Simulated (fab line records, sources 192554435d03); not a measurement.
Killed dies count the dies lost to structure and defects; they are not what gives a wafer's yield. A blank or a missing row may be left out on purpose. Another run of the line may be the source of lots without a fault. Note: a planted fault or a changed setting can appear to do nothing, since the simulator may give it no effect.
Which tool was responsible?	flow n5_finfet	Sampling: 24 lots, 72 wafers, 6 of 1938 route steps

## WHAT EACH GAUGE READ, for each wafer
N5_BEOL_M6_INSPECT_58: inspects for defects (darkfield).
lot	measured	on	raw_defect_count
L076	day 13 05:28	defect_inspect-02	107 77 30
L074	day 13 06:35	defect_inspect-02	50 58 53
L075	day 13 11:09	defect_inspect-02	87 65 56
L077	day 13 14:22	defect_inspect-02	61 56 42
L079	day 13 14:28	defect_inspect-02	61 85 58
L078	day 13 14:39	defect_inspect-02	75 67 61
L081	day 14 10:35	defect_inspect-02	61 92 75
L080	day 14 17:20	defect_inspect-02	54 91 57
L083	day 14 19:32	defect_inspect-02	104 66 54
L082	day 14 20:47	defect_inspect-01	145 46 116
L085	day 14 23:46	defect_inspect-02	58 87 98
L084	day 15 09:20	defect_inspect-02	83 89 109
L086	day 15 11:58	defect_inspect-02	52 61 40
L089	day 16 06:20	defect_inspect-02	84 66 86
L091	day 16 09:35	defect_inspect-01	68 75 66
L088	day 16 14:29	defect_inspect-02	95 83 110
L087	day 16 15:05	defect_inspect-02	43 45 38
L092	day 16 20:13	defect_inspect-02	100 57 119
L090	day 16 20:51	defect_inspect-01	90 79 104
L093	day 17 14:26	defect_inspect-02	53 66 48
L094	day 18 00:54	defect_inspect-01	89 68 42
L095	day 18 01:24	defect_inspect-02	48 32 57
L096	day 18 06:18	defect_inspect-02	109 78 109
L097	day 18 14:47	defect_inspect-01	92 110 54

N5_BEOL_M7_OVL_MEAS_12.
lot	measured	on	M7_OVL (nm)
L076	day 13 07:39	overlay-01	0.1 0.4 -0.3
L074	day 13 10:16	overlay-01	-0.5 -0.6 -1.2
L075	day 13 13:37	overlay-01	-0.2 0.5 -0.7
L077	day 13 16:43	overlay-01	0.4 0.5 0.3
L079	day 13 16:45	overlay-01	0.6 0.4 0.7
L078	day 13 16:55	overlay-01	-0.2 0.0 -0.5
L081	day 14 11:57	overlay-01	-0.7 0.1 0.9
L080	day 14 18:42	overlay-01	0.0 -1.0 0.8
L083	day 14 21:34	overlay-02	-0.8 1.7 0.0
L082	day 14 22:31	overlay-02	-0.3 -1.1 0.0
L085	day 15 01:50	overlay-02	-0.7 0.1 -1.0
L084	day 15 11:40	overlay-02	-0.6 -1.5 -0.1
L086	day 15 13:56	overlay-02	-0.6 -1.1 -0.2
L089	day 16 07:55	overlay-02	-0.4 0.0 0.0
L091	day 16 11:27	overlay-01	0.5 0.0 0.4
L088	day 16 18:06	overlay-01	0.7 -0.1 0.5
L087	day 16 18:21	overlay-01	0.1 0.4 1.0
L092	day 16 22:29	overlay-01	-0.2 -0.1 -0.5
L090	day 16 23:01	overlay-01	-1.5 -1.9 -0.8
L093	day 17 17:45	overlay-02	-0.3 0.4 0.3
L094	day 18 04:10	overlay-01	0.1 0.4 0.1
L095	day 18 04:36	overlay-02	0.4 0.6 0.7
L096	day 18 08:22	overlay-01	0.0 1.1 -0.4
L097	day 18 17:10	overlay-02	-0.5 0.1 -0.2

## TOOL THAT RAN EACH LOT (tool first, then ch and the chambers of the sampled wafers, then the start)
lot	N5_BEOL_M6_DESCUM_33	N5_BEOL_M6_STRIP_80	N5_BEOL_M6_ALD_77	N5_BEOL_M6_ANNEAL_51
L076	rie_diel-01 ch 0,3, day 12 22:09	rie_diel-01 ch 0,3, day 12 23:16 or earlier	ald_metal-02 ch 0,1,3, day 12 23:16	rtp_anneal-02 ch 0, day 13 04:46
L074	rie_diel-01 ch 0,1, day 13 03:12	rie_diel-01 ch 0,1, day 13 04:22 or earlier	ald_metal-03 ch 1,2, day 13 04:22	rtp_anneal-02 ch 0, day 13 05:55
L075	rie_diel-05 ch 0,1, day 13 06:55	rie_diel-05 ch 0,1, day 13 08:23 or earlier	ald_metal-02 ch 0,1, day 13 08:23	rtp_anneal-02 ch 0, day 13 10:23
L077	rie_diel-05 ch 0,1,3, day 13 10:17	rie_diel-05 ch 0,1,3, day 13 12:55 or earlier	ald_metal-03 ch 0,3, day 13 12:55	rtp_anneal-01 ch 0, day 13 13:40
L079	rie_diel-01 ch 1,2,3, day 13 10:41	rie_diel-01 ch 1,2,3, day 13 12:59 or earlier	ald_metal-01 ch 0,1,3, day 13 12:59	rtp_anneal-02 ch 0, day 13 13:46
L078	rie_diel-05 ch 0,3, day 13 10:41	rie_diel-05 ch 0,3, day 13 13:04 or earlier	ald_metal-02 ch 0,1,3, day 13 13:04	rtp_anneal-01 ch 0, day 13 13:53
L081	rie_diel-01 ch 1,3, day 14 06:21	rie_diel-01 ch 1,3, day 14 07:41 or earlier	ald_metal-03 ch 0,1,2, day 14 07:41	rtp_anneal-01 ch 0, day 14 09:50
L080	rie_diel-05 ch 1,3, day 14 13:54	rie_diel-05 ch 1,3, day 14 15:10 or earlier	ald_metal-03 ch 0,1,3, day 14 15:10	rtp_anneal-01 ch 0, day 14 16:38
L083	rie_diel-05 ch 1,2, day 14 15:52	rie_diel-05 ch 1,2, day 14 18:02 or earlier	ald_metal-01 ch 0,1,2, day 14 18:02	rtp_anneal-01 ch 0, day 14 18:47
L082	rie_diel-01 ch 1,2, day 14 17:56	rie_diel-01 ch 1,2, day 14 19:07 or earlier	ald_metal-02 ch 0,1,3, day 14 19:07	rtp_anneal-02 ch 0, day 14 20:03
L085	rie_diel-05 ch 0,2, day 14 20:15	rie_diel-05 ch 0,2, day 14 21:42 or earlier	ald_metal-03 ch 0,2, day 14 21:42	rtp_anneal-01 ch 0, day 14 23:03
L084	rie_diel-01 ch 0,1, day 15 06:01	rie_diel-01 ch 0,1, day 15 07:40 or earlier	ald_metal-03 ch 0,2, day 15 07:40	rtp_anneal-01 ch 0, day 15 08:34
L086	rie_diel-01 ch 1,2,3, day 15 07:56	rie_diel-01 ch 1,2,3, day 15 09:01 or earlier	ald_metal-01 ch 1,2, day 15 09:01	rtp_anneal-02 ch 0, day 15 11:17
L089	rie_diel-04 ch 0,1,3, day 16 01:12	rie_diel-04 ch 0,1,3, day 16 03:02 or earlier	ald_metal-02 ch 1,2, day 16 03:02	rtp_anneal-02 ch 0, day 16 05:35
L091	rie_diel-05 ch 1,3, day 16 06:18	rie_diel-05 ch 1,3, day 16 07:39 or earlier	ald_metal-02 ch 1,2,3, day 16 07:39	rtp_anneal-01 ch 0, day 16 08:55
L088	rie_diel-04 ch 0,1, day 16 11:20	rie_diel-04 ch 0,1, day 16 12:39 or earlier	ald_metal-03 ch 0,2,3, day 16 12:39	rtp_anneal-01 ch 0, day 16 13:40
L087	rie_diel-01 ch 0,1,3, day 16 11:54	rie_diel-01 ch 0,1,3, day 16 13:13 or earlier	ald_metal-03 ch 0,1,3, day 16 13:13	rtp_anneal-02 ch 0, day 16 14:20
L092	rie_diel-01 ch 0,3, day 16 17:15	rie_diel-01 ch 0,3, day 16 18:37 or earlier	ald_metal-01 ch 0,3, day 16 18:37	rtp_anneal-02 ch 0, day 16 19:34
L090	rie_diel-05 ch 0,3, day 16 17:48	rie_diel-05 ch 0,3, day 16 18:58 or earlier	ald_metal-03 ch 0,2,3, day 16 18:58	rtp_anneal-02 ch 0, day 16 20:09
L093	rie_diel-05 ch 2,3, day 17 11:17	rie_diel-05 ch 2,3, day 17 12:42 or earlier	ald_metal-01 ch 0,1, day 17 12:42	rtp_anneal-01 ch 0, day 17 13:41
L094	rie_diel-05 ch 0,1,3, day 17 21:30	rie_diel-05 ch 0,1,3, day 17 22:55 or earlier	ald_metal-02 ch 1,2,3, day 17 22:55	rtp_anneal-01 ch 0, day 18 00:08
L095	rie_diel-05 ch 1,2,3, day 17 22:14	rie_diel-05 ch 1,2,3, day 17 23:21 or earlier	ald_metal-01 ch 0,2,3, day 17 23:21	rtp_anneal-02 ch 0, day 18 00:39
L096	rie_diel-04 ch 0,3, day 18 02:15	rie_diel-04 ch 0,3, day 18 04:45 or earlier	ald_metal-01 ch 0,1,2, day 18 04:45	rtp_anneal-01 ch 0, day 18 05:31
L097	rie_diel-05 ch 0,2, day 18 11:25	rie_diel-05 ch 0,2, day 18 13:07 or earlier	ald_metal-01 ch 0,1,3, day 18 13:07	rtp_anneal-02 ch 0, day 18 14:05
- N5_BEOL_M6_DESCUM_33: chemistry O2, time 7 s.
- N5_BEOL_M6_STRIP_80: strips in N2/H2, time 10 s.
- N5_BEOL_M6_ALD_77: deposits TaN, target thk 2 nm, pulse time 2 s, purge time 3 s.
- N5_BEOL_M6_ANNEAL_51: time 90 s.

## WHAT THE TOOLS THEMSELVES READ (means of the sampled wafers that have a number; where no wafer has one, the mark that the record gives instead)
N5_BEOL_M6_DESCUM_33.
lot	tool	drypump_motor_current_A (A)	oes_product_au (a.u.)	rf_fwd_power_W (W)	rf_vpp_V (V)	showerhead_plenum_p_Torr (Torr)	throttle_valve_pct (%)
L076	rie_diel-01	6.3	0.76	49.35	244.8	2.15	20.32
L074	rie_diel-01	6.0	0.89	49.47	243.4	2.11	20.51
L075	rie_diel-05	6.0	0.83	49.33	244.0	2.21	20.46
L077	rie_diel-05	6.2	0.81	49.30	245.2	2.22	20.40
L079	rie_diel-01	6.0	0.77	49.12	242.8	2.07	20.35
L078	rie_diel-05	6.0	0.78	49.56	245.4	2.21	20.25
L081	rie_diel-01	6.2	0.77	49.02	242.4	2.08	20.40
L080	rie_diel-05	6.5	0.81	49.42	245.0	2.22	20.54
L083	rie_diel-05	6.1	0.83	49.14	244.4	2.17	20.47
L082	rie_diel-01	5.8	0.83	49.60	242.6	2.06	20.48
L085	rie_diel-05	5.8	0.78	49.42	244.0	2.12	20.15
L084	rie_diel-01	6.0	0.85	49.51	243.4	2.11	20.53
L086	rie_diel-01	6.0	0.76	49.35	243.1	2.06	20.38
L089	rie_diel-04	5.7	0.89	49.24	243.8	2.10	20.32
L091	rie_diel-05	6.4	0.81	49.36	244.3	2.21	20.62
L088	rie_diel-04	5.5	0.86	49.03	243.3	2.07	20.41
L087	rie_diel-01	6.2	0.77	49.35	244.3	2.10	20.44
L092	rie_diel-01	6.3	0.73	49.17	243.0	2.14	20.38
L090	rie_diel-05	6.4	0.76	49.32	244.2	2.21	20.41
L093	rie_diel-05	6.1	0.78	49.23	243.6	2.12	20.30
L094	rie_diel-05	6.2	0.76	49.37	244.5	2.20	20.47
L095	rie_diel-05	6.2	0.78	49.26	243.6	2.16	20.48
L096	rie_diel-04	5.5	0.88	49.40	242.6	2.09	20.22
L097	rie_diel-05	5.7	0.75	49.29	243.8	2.11	20.21

N5_BEOL_M6_STRIP_80.
lot	tool	drypump_motor_current_A (A)	oes_product_au (a.u.)	rf_vpp_V (V)	showerhead_plenum_p_Torr (Torr)	throttle_valve_pct (%)
L076	rie_diel-01	6.3	0.75	59.6	2.63	23.8
L074	rie_diel-01	6.0	0.88	58.9	2.55	23.9
L075	rie_diel-05	6.0	0.83	59.6	2.68	23.9
L077	rie_diel-05	6.2	0.81	59.3	2.67	23.5
L079	rie_diel-01	6.0	0.78	59.2	2.50	23.5
L078	rie_diel-05	6.0	0.79	59.6	2.65	23.1
L081	rie_diel-01	6.3	0.77	58.7	2.49	23.5
L080	rie_diel-05	6.5	0.81	58.8	2.67	23.6
L083	rie_diel-05	6.1	0.82	59.8	2.65	24.1
L082	rie_diel-01	5.8	0.83	59.6	2.48	23.8
L085	rie_diel-05	5.7	0.77	59.9	2.59	23.5
L084	rie_diel-01	6.0	0.85	59.6	2.54	24.0
L086	rie_diel-01	6.0	0.76	59.4	2.49	23.6
L089	rie_diel-04	5.7	0.88	59.2	2.55	23.7
L091	rie_diel-05	6.4	0.80	59.3	2.68	24.0
L088	rie_diel-04	5.5	0.86	59.1	2.52	23.8
L087	rie_diel-01	6.2	0.77	58.9	2.55	23.8
L092	rie_diel-01	6.3	0.72	60.1	2.62	23.9
L090	rie_diel-05	6.4	0.77	58.9	2.64	23.2
L093	rie_diel-05	6.1	0.78	59.7	2.58	23.6
L094	rie_diel-05	6.2	0.77	59.9	2.65	23.6
L095	rie_diel-05	6.2	0.79	59.6	2.62	23.8
L096	rie_diel-04	5.5	0.88	57.9	2.54	23.4
L097	rie_diel-05	5.8	0.75	59.8	2.57	23.5

N5_BEOL_M6_ALD_77.
lot	tool	chamber_pressure_Torr (Torr)	heater_power_w (W)
L076	ald_metal-02	2.989	425
L074	ald_metal-03	3.000	384
L075	ald_metal-02	2.998	425
L077	ald_metal-03	3.007	467
L079	ald_metal-01	2.994	441
L078	ald_metal-02	2.998	414
L081	ald_metal-03	2.998	400
L080	ald_metal-03	3.002	432
L083	ald_metal-01	3.002	418
L082	ald_metal-02	3.001	419
L085	ald_metal-03	2.997	435
L084	ald_metal-03	2.988	437
L086	ald_metal-01	3.000	448
L089	ald_metal-02	3.001	419
L091	ald_metal-02	3.010	413
L088	ald_metal-03	3.006	442
L087	ald_metal-03	3.007	434
L092	ald_metal-01	3.010	403
L090	ald_metal-03	2.997	429
L093	ald_metal-01	3.005	417
L094	ald_metal-02	3.000	415
L095	ald_metal-01	3.002	403
L096	ald_metal-01	3.001	421
L097	ald_metal-01	2.995	443

N5_BEOL_M6_ANNEAL_51.
lot	tool	wafer_temp_C_max
L076	rtp_anneal-02	225.79
L074	rtp_anneal-02	225.72
L075	rtp_anneal-02	225.39
L077	rtp_anneal-01	226.24
L079	rtp_anneal-02	225.65
L078	rtp_anneal-01	226.02
L081	rtp_anneal-01	225.88
L080	rtp_anneal-01	226.06
L083	rtp_anneal-01	226.07
L082	rtp_anneal-02	225.76
L085	rtp_anneal-01	225.86
L084	rtp_anneal-01	225.83
L086	rtp_anneal-02	225.97
L089	rtp_anneal-02	225.87
L091	rtp_anneal-01	226.01
L088	rtp_anneal-01	225.88
L087	rtp_anneal-02	225.80
L092	rtp_anneal-02	225.72
L090	rtp_anneal-02	225.76
L093	rtp_anneal-01	226.18
L094	rtp_anneal-01	225.86
L095	rtp_anneal-02	225.83
L096	rtp_anneal-01	225.83
L097	rtp_anneal-02	225.82

## THE ANSWER, worked out from the rows above alone
Rule: the lots themselves supply what counts as usual. The widest of any qualifying gaps counts: lots, ordered by their means at a reading, are off when they make up no more than a third of the lots, leave a main group of 4 or more, and stand apart from it by 3 or more times the standard deviation of that group's means. The tables above print the reading to a certain number of digits; a main group whose means all agree to those digits is not used. Also off: a lot with no number at a reading for which 4 or more lots have one. Any other lot the step has rows for is counted as sound. After the gauges, taken in route order, come the tools' own readings; for these a lot's mean is taken, as printed above. At the first step where some lot is off, the reading lying furthest off is the one used; lots without a number count as furthest.
No lot is off at any reading shown: from this, nothing can be told.

## WHAT THE SIMULATOR HAD PUT IN
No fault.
